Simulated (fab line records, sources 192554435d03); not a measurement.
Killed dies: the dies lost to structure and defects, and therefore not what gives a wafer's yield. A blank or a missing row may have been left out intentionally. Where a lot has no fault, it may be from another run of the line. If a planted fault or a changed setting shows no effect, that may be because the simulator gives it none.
What tool caused it? | flow n5 finfet | 24 wafers from 8 lots sampled at 5 of the route's 1938 steps

== WHAT EACH GAUGE READ, for each wafer ==
N5_BEOL_M4_RC_MEAS_101. Usual: DIBL_N 37.2 mV/V, standard deviation 1.9; DIBL_P 37.3 mV/V, standard deviation 2.2; IOFF_N 0.18 nA/um, standard deviation 0.038; IOFF_P 0.22 nA/um, standard deviation 0.039; ION_N 678 uA/um, standard deviation 11; ION_P 462 uA/um, standard deviation 6.9; SS_N 71.8 mV/dec, standard deviation 0.68; SS_P 73.5 mV/dec, standard deviation 0.65; VT_N 249 mV, standard deviation 3.4; VT_P -250 mV, standard deviation 3.2.
lot  | measured     | on        | DIBL_N (mV/V)  | DIBL_P (mV/V)  | IOFF_N (nA/um) | IOFF_P (nA/um) | ION_N (uA/um) | ION_P (uA/um) | SS_N (mV/dec)  | SS_P (mV/dec)  | VT_N (mV)   | VT_P (mV)      | flag
L458 | day 8 11:19  | prober-02 | 35.0 38.2 34.7 | 34.6 37.9 35.4 | 0.13 0.20 0.14 | 0.15 0.20 0.17 | 660 669 677   | 449 449 458   | 71.1 71.7 71.3 | 72.9 72.7 73.3 | 250 247 250 | -255 -252 -252 |
L461 | day 9 01:04  | prober-01 | 40.0 39.1 39.4 | 41.2 40.7 40.5 | 0.26 0.24 0.25 | 0.27 0.27 0.26 | 691 691 693   | 465 464 459   | 73.4 72.2 71.5 | 74.2 73.8 74.7 | 246 245 247 | -250 -249 -249 |
L467 | day 10 08:14 | prober-02 | 39.2 37.5 38.4 | 39.2 37.9 38.4 | 0.21 0.18 0.19 | 0.23 0.21 0.23 | 699 675 681   | 465 460 456   | 71.7 71.3 72.1 | 73.5 73.6 73.5 | 245 246 246 | -249 -250 -252 |
L468 | day 11 06:01 | prober-01 | 38.0 33.4 35.4 | 38.1 33.2 34.7 | 0.18 0.11 0.14 | 0.26 0.19 0.20 | 671 660 677   | 472 463 464   | 71.6 70.6 70.8 | 73.5 72.5 72.5 | 247 254 252 | -246 -251 -247 |
L470 | day 12 12:49 | prober-02 | 35.6 37.1 35.7 | 36.8 37.6 36.7 | 0.16 0.16 0.15 | 0.22 0.22 0.20 | 680 672 670   | 468 462 461   | 70.9 71.2 71.6 | 74.1 74.2 73.6 | 248 251 254 | -249 -251 -253 |
L476 | day 13 03:50 | prober-01 | 37.6 37.7 37.3 | 35.7 35.5 36.3 | 0.16 0.17 0.16 | 0.21 0.21 0.24 | 677 670 677   | 463 457 464   | 71.9 72.4 72.1 | 73.2 73.9 73.7 | 249 247 248 | -249 -250 -250 |
L479 | day 13 13:22 | prober-01 | 37.2 37.0 35.9 | 40.0 39.2 37.1 | 0.18 0.17 0.14 | 0.22 0.20 0.17 | 668 673 655   | 452 461 445   | 72.0 72.1 72.4 | 74.4 73.6 73.8 | 250 250 254 | -251 -255 -255 |
L480 | day 13 22:26 | prober-02 | 35.6 33.3 37.0 | 36.9 32.9 37.7 | 0.16 0.11 0.18 | 0.19 0.15 0.22 | 669 655 678   | 460 453 459   | 71.8 71.8 72.6 | 73.2 73.2 73.6 | 251 257 248 | -253 -255 -250 |

== TOOL THAT RAN EACH LOT (tool first, then ch and the chambers of the sampled wafers, then the start) ==
lot  | N5_MOL_CONTACT_COAG_ETCHBACK_135  | N5_MOL_CONTACT_COAG_ETCH_66       | N5_MOL_CONTACT_COAG_ALD_133       | N5_MOL_CONTACT_COAG_STRIP_72
L458 | rie diel-04 ch 0,2, day 5 08:12   | rie diel-02 ch 1,3, day 5 09:05   | ald sin-01 ch 0,1,3, day 5 09:36  | rie diel-02 ch 1,3, day 5 10:04
L461 | rie diel-04 ch 0,1,2, day 6 07:13 | rie diel-02 ch 2,3, day 6 08:12   | ald sin-04 ch 0,1, day 6 08:17    | rie diel-04 ch 0,1, day 6 08:44
L467 | rie diel-02 ch 0,2, day 7 11:08   | rie diel-02 ch 0,1, day 7 12:08   | ald sin-04 ch 0,1,3, day 7 12:13  | rie diel-02 ch 1,3, day 7 12:40
L468 | rie diel-02 ch 1,3, day 7 21:02   | rie diel-02 ch 1,3, day 7 22:02   | ald sin-04 ch 0,2,3, day 7 22:16  | rie diel-03 ch 2,3, day 7 22:44
L470 | rie diel-04 ch 0,1,3, day 8 15:58 | rie diel-03 ch 0,1,3, day 8 16:57 | ald sin-03 ch 0,1, day 8 17:02    | rie diel-02 ch 0,1, day 8 17:29
L476 | rie diel-03 ch 0,2,3, day 9 18:04 | rie diel-03 ch 2,3, day 9 19:21   | ald sin-04 ch 0,1,3, day 9 19:26  | rie diel-04 ch 0,2,3, day 9 20:00
L479 | rie diel-03 ch 1,3, day 10 16:34  | rie diel-03 ch 0,1, day 10 17:34  | ald sin-04 ch 1,2, day 10 17:38   | rie diel-02 ch 0,3, day 10 18:13
L480 | rie diel-02 ch 0,3, day 10 21:48  | rie diel-04 ch 0,3, day 10 22:53  | ald sin-03 ch 0,2,3, day 10 23:59 | rie diel-04 ch 0,3, day 11 00:26
- N5_MOL_CONTACT_COAG_ETCHBACK_135: etches SiO2 in CHF3, target depth 25 nm, time 16.7 s.
- N5_MOL_CONTACT_COAG_ETCH_66: etches SiARC in CF4, target depth 13 nm, time 21.7 s.
- N5_MOL_CONTACT_COAG_ALD_133: deposits SiO2, target thk 5 nm, pulse time 1 s, co reactant pulse time 1 s.
- N5_MOL_CONTACT_COAG_STRIP_72: strips in N2/H2.

== WHAT THE TOOLS THEMSELVES READ (means of the sampled wafers that have a number; where no wafer has one, the mark that the record gives instead) ==
N5_MOL_CONTACT_COAG_ETCHBACK_135. Usual: CHF3_flow_sccm 50.00 sccm, standard deviation 0.15; drypump motor current A 5.9 A, standard deviation 0.41; oes product au 0.79 a.u., standard deviation 0.082; rf vpp V 525 V, standard deviation 11; showerhead plenum p Torr 2.36 Torr, standard deviation 0.072; throttle valve pct 18.69 %, standard deviation 0.18.
lot  | tool        | CHF3_flow_sccm (sccm) | drypump motor current A (A) | oes product au (a.u.) | rf vpp V (V) | showerhead plenum p Torr (Torr) | throttle valve pct (%) | flag
L458 | rie diel-04 | 50.13                 | 6.0                         | 0.72                  | 528          | 2.32                            | 18.73                  |
L461 | rie diel-04 | 49.90                 | 6.1                         | 0.75                  | 521          | 2.31                            | 18.59                  |
L467 | rie diel-02 | 49.97                 | 6.0                         | 0.77                  | 523          | 2.42                            | 18.63                  |
L468 | rie diel-02 | 50.09                 | 5.8                         | 0.77                  | 527          | 2.40                            | 18.70                  |
L470 | rie diel-04 | 49.91                 | 5.7                         | 0.88                  | 527          | 2.42                            | 18.47                  |
L476 | rie diel-03 | 50.04                 | 5.9                         | 0.74                  | 525          | 2.31                            | 18.76                  |
L479 | rie diel-03 | 49.96                 | 6.4                         | 0.69                  | 520          | 2.32                            | 18.95                  |
L480 | rie diel-02 | 49.98                 | 5.8                         | 0.86                  | 532          | 2.40                            | 18.79                  |

N5_MOL_CONTACT_COAG_ETCH_66. Usual: drypump motor current A 6.0 A, standard deviation 0.37; etch rf on time s 21.9 s, standard deviation 0.47; oes product au 0.66 a.u., standard deviation 0.069; rf vpp V 183.8 V, standard deviation 1.2; showerhead plenum p Torr 2.13 Torr, standard deviation 0.064; throttle valve pct 15.58 %, standard deviation 0.21.
lot  | tool        | drypump motor current A (A) | etch rf on time s (s) | oes product au (a.u.) | rf vpp V (V) | showerhead plenum p Torr (Torr) | throttle valve pct (%) | flag
L458 | rie diel-02 | 5.7                         | 22.1                  | 0.58                  | 184.1        | 2.18                            | 15.85                  |
L461 | rie diel-02 | 5.6                         | 22.5                  | 0.58                  | 184.4        | 2.20                            | 15.83                  |
L467 | rie diel-02 | 6.1                         | 23.0                  | 0.62                  | 183.6        | 2.12                            | 15.55                  |
L468 | rie diel-02 | 5.7                         | 23.2                  | 0.71                  | 184.0        | 2.17                            | 15.56                  |
L470 | rie diel-03 | 6.2                         | 22.0                  | 0.62                  | 183.0        | 2.07                            | 15.75                  |
L476 | rie diel-03 | 5.8                         | 21.7                  | 0.62                  | 182.4        | 2.07                            | 15.74                  |
L479 | rie diel-03 | 6.2                         | 21.9                  | 0.62                  | 184.0        | 2.07                            | 15.68                  |
L480 | rie diel-04 | 5.3                         | 21.5                  | 0.74                  | 184.6        | 2.21                            | 15.53                  |

N5_MOL_CONTACT_COAG_ALD_133. Usual: heater power outer w 42 W, standard deviation 6.9; heater power w 80 W, standard deviation 13; precursor pulse height rel 0.999, standard deviation 0.019.
lot  | tool       | heater power outer w (W) | heater power w (W) | precursor pulse height rel | flag
L458 | ald sin-01 | 43                       | 80                 | 0.998                      |
L461 | ald sin-04 | 49                       | 94                 | 0.992                      |
L467 | ald sin-04 | 44                       | 83                 | 1.003                      |
L468 | ald sin-04 | 43                       | 84                 | 0.984                      |
L470 | ald sin-03 | 45                       | 86                 | 0.998                      |
L476 | ald sin-04 | 42                       | 83                 | 0.994                      |
L479 | ald sin-04 | 38                       | 73                 | 0.996                      |
L480 | ald sin-03 | 38                       | 73                 | 1.001                      |

N5_MOL_CONTACT_COAG_STRIP_72. Usual: for drypump motor current A, 5.9 A with a standard deviation of 0.39; for h2 flow sccm, 200.0 sccm with a standard deviation of 0.65; for oes product au, 0.78 a.u. with a standard deviation of 0.082; for power w, 449.9 W with a standard deviation of 1.4; for rf vpp V, 59.0 V with a standard deviation of 2.1; for showerhead plenum p Torr, 2.52 Torr with a standard deviation of 0.082; for throttle valve pct, 23.64 % with a standard deviation of 0.29.
lot  | tool        | drypump motor current A (A) | h2 flow sccm (sccm) | oes product au (a.u.) | power w (W) | rf vpp V (V) | showerhead plenum p Torr (Torr) | throttle valve pct (%) | flag
L458 | rie diel-02 | 5.8                         | 200.0               | 0.70                  | 449.7       | 58.6         | 2.55                            | 23.55                  |
L461 | rie diel-04 | 6.0                         | 199.9               | 0.74                  | 450.6       | 59.2         | 2.42                            | 23.49                  |
L467 | rie diel-02 | 5.7                         | 200.2               | 0.87                  | 449.1       | 59.7         | 2.57                            | 23.56                  |
L468 | rie diel-03 | 5.8                         | 199.8               | 0.74                  | 451.2       | 60.1         | 2.46                            | 23.74                  |
L470 | rie diel-02 | 6.2                         | 200.7               | 0.78                  | 450.0       | 60.4         | 2.47                            | 23.52                  |
L476 | rie diel-04 | 5.7                         | 200.3               | 0.83                  | 448.7       | 59.8         | 2.60                            | 23.83                  |
L479 | rie diel-02 | 5.8                         | 199.9               | 0.86                  | 450.2       | 60.4         | 2.54                            | 23.65                  |
L480 | rie diel-04 | 5.5                         | 199.8               | 0.88                  | 449.7       | 57.9         | 2.66                            | 23.62                  |

== THE ANSWER, worked out from the rows above alone ==
Rule: a lot counts as off when the mean over its wafers that have a number is more than 3 standard deviations away from the usual mean. Also off: a lot with no number at a reading for which 4 or more lots have one. The other lots that the step has rows for count as sound. After the gauges, taken in route order, come the tools' own readings; for these a lot's mean is taken, as printed above. The first step at which some lot is off is used, and at that step the reading that is off furthest; a lot without a number counts as furthest.
No lot is off at any reading shown: from this, nothing can be told.

== WHAT WAS PUT IN BY THE SIMULATOR ==
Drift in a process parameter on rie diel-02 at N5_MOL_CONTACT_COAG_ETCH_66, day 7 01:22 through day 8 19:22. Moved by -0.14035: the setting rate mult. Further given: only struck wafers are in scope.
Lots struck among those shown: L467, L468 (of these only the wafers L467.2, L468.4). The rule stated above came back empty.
